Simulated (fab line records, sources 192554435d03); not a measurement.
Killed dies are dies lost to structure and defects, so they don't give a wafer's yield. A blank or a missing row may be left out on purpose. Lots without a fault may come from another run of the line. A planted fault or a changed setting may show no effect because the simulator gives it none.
Split-lot experiment | flow n5_finfet | 7 lots, 39 wafers read, on a route of 1938 steps

THE SPLIT
At N5_PMOS_HMC_CHANNEL_EPI_DEVELOP_08 (develop time 30 s), the setting develop_time_s was moved away from the recipe's 30 s on 12 of the 39 wafers read, by -59.5% to +53.9%. The other wafers ran this setting at the recipe's value.

The file shows no step between the split and the reading.

THE READING
cd_nm, in nm, at N5_PMOS_HMC_CHANNEL_EPI_CD_MEAS_09 (target cd 237.4 nm). Fault-free wafers of this fab line usually give 238.2 nm, standard deviation 0.86 nm.

wafer  | tool, chamber at the split | develop_time_s as run, s | against the recipe | cd_nm, nm | against lot-mates on the recipe
L075.1 | litho_track-05, 0          | 30                       | recipe             | 237.0     | -
L075.2 | litho_track-05, 0          | 23.66                    | -21.1%             | 237.8     | +0.2
L075.3 | litho_track-05, 0          | 23.66                    | -21.1%             | 236.2     | -1.4
L075.4 | litho_track-05, 0          | 30                       | recipe             | 237.6     | -
L075.5 | litho_track-05, 0          | 23.66                    | -21.1%             | 237.8     | +0.2
L075.6 | litho_track-05, 0          | 30                       | recipe             | 238.3     | -
L077.1 | litho_track-05, 0          | 30                       | recipe             | 238.1     | -
L077.2 | litho_track-05, 0          | 30                       | recipe             | 237.1     | -
L077.3 | litho_track-05, 0          | 30                       | recipe             | 237.2     | -
L077.4 | litho_track-05, 0          | 30                       | recipe             | 237.1     | -
L077.5 | litho_track-05, 0          | 30                       | recipe             | 236.3     | -
L077.6 | litho_track-05, 0          | 30                       | recipe             | 237.5     | -
L081.1 | litho_track-03, 0          | 30                       | recipe             | 239.1     | -
L081.2 | litho_track-03, 0          | 30                       | recipe             | 240.7     | -
L081.3 | litho_track-03, 0          | 12.16                    | -59.5%             | 233.5     | -6.3
L081.4 | litho_track-03, 0          | 12.16                    | -59.5%             | 233.6     | -6.2
L081.5 | litho_track-03, 0          | 30                       | recipe             | 239.6     | -
L081.6 | litho_track-03, 0          | 12.16                    | -59.5%             | 232.6     | -7.2
L082.1 | litho_track-02, 0          | 30                       | recipe             | 237.9     | -
L082.3 | litho_track-02, 0          | 30                       | recipe             | 238.6     | -
L082.5 | litho_track-02, 0          | 30                       | recipe             | 239.0     | -
L091.1 | litho_track-03, 0          | 30                       | recipe             | 238.9     | -
L091.2 | litho_track-03, 0          | 30                       | recipe             | 238.4     | -
L091.3 | litho_track-03, 0          | 30                       | recipe             | 239.0     | -
L091.4 | litho_track-03, 0          | 30                       | recipe             | 237.9     | -
L091.5 | litho_track-03, 0          | 30                       | recipe             | 238.8     | -
L091.6 | litho_track-03, 0          | 30                       | recipe             | 237.8     | -
L094.1 | litho_track-03, 0          | 30                       | recipe             | 238.7     | -
L094.2 | litho_track-03, 0          | 30                       | recipe             | 236.5     | -
L094.3 | litho_track-03, 0          | 46.17                    | +53.9%             | 240.3     | +2.7
L094.4 | litho_track-03, 0          | 30                       | recipe             | 237.6     | -
L094.5 | litho_track-03, 0          | 46.17                    | +53.9%             | 240.9     | +3.3
L094.6 | litho_track-03, 0          | 46.17                    | +53.9%             | 240.3     | +2.7
L095.1 | litho_track-02, 0          | 30                       | recipe             | 238.2     | -
L095.2 | litho_track-02, 0          | 30                       | recipe             | 238.7     | -
L095.3 | litho_track-02, 0          | 18.23                    | -39.2%             | 235.5     | -3.4
L095.4 | litho_track-02, 0          | 18.23                    | -39.2%             | 235.7     | -3.2
L095.5 | litho_track-02, 0          | 30                       | recipe             | 239.7     | -
L095.6 | litho_track-02, 0          | 18.23                    | -39.2%             | 235.7     | -3.2

THE FIT
A straight line over all 39 wafers: cd_nm changes by +0.0628 nm for each +1% of develop_time_s; r = +0.85; the points scatter about the line by 1 nm.
The same after taking each lot's own level away (the mean of its wafers on the recipe; 39 wafers): +0.0796 nm for each +1%; r = +0.91; scatter 0.93 nm.
On that fit, the largest move of develop_time_s shifts the reading by 4.7 nm.
The lots' own levels span 237.22 to 239.80 nm, that is 3.0 times the standard deviation above.
So the lot-to-lot level changes the slope: the two fits differ.
Check: with one of the wafers moved furthest among these (-59.5%) left out of the fit, the line predicts -4.65 nm for it against its lot-mates. It came out at -6.3 nm against them.

OTHER SPLITS ON THESE WAFERS
These wafers also went through other splits before the reading. Each is held against what the fit with the lots' levels taken away leaves over:
other split on the same wafers          | wafers away from the commonest value | r with cd_nm (lot level and that fit taken away)
N5_ZERO_LAYER_DEVELOP_10 develop_time_s | 15                                   | -0.27

THE WHOLE CHAIN: every reading that the file lists as answering this split, in the file's order
step                               | what it does                                                           | reading                                                                     | change (the file's fit)                | r (the file's)
N5_PMOS_HMC_CHANNEL_EPI_CD_MEAS_09 | target cd 237.4 nm                                                     | cd_nm                                                                       | +0.0811 nm for each +1% of the setting | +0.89
N5_PMOS_HMC_CHANNEL_EPI_DESCUM_14  | chemistry O2, time 7.9 s                                               | PMOS_HMC_CHANNEL_EPI.cd_nm (the simulator's own value, which no gauge read) | +0.08 nm for each +1% of the setting   | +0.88
N5_PMOS_HMC_CHANNEL_EPI_ETCH_32    | etches BARC in N2/H2, stops on SiO2, target depth 85.8 nm, time 50.3 s | PMOS_HMC_CHANNEL_EPI.cd_nm (the simulator's own value, which no gauge read) | +0.0846 nm for each +1% of the setting | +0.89
N5_PMOS_HMC_CHANNEL_EPI_HM_OPEN_15 | chemistry CHF3/O2, target SiO2, target depth 40.6 nm, time 20.3 s      | PMOS_HMC_CHANNEL_EPI.cd_nm (the simulator's own value, which no gauge read) | +0.0842 nm for each +1% of the setting | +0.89

THE FILE'S OWN FIT
cd_nm changes by +0.0811 nm for each +1% of develop_time_s, r = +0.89.
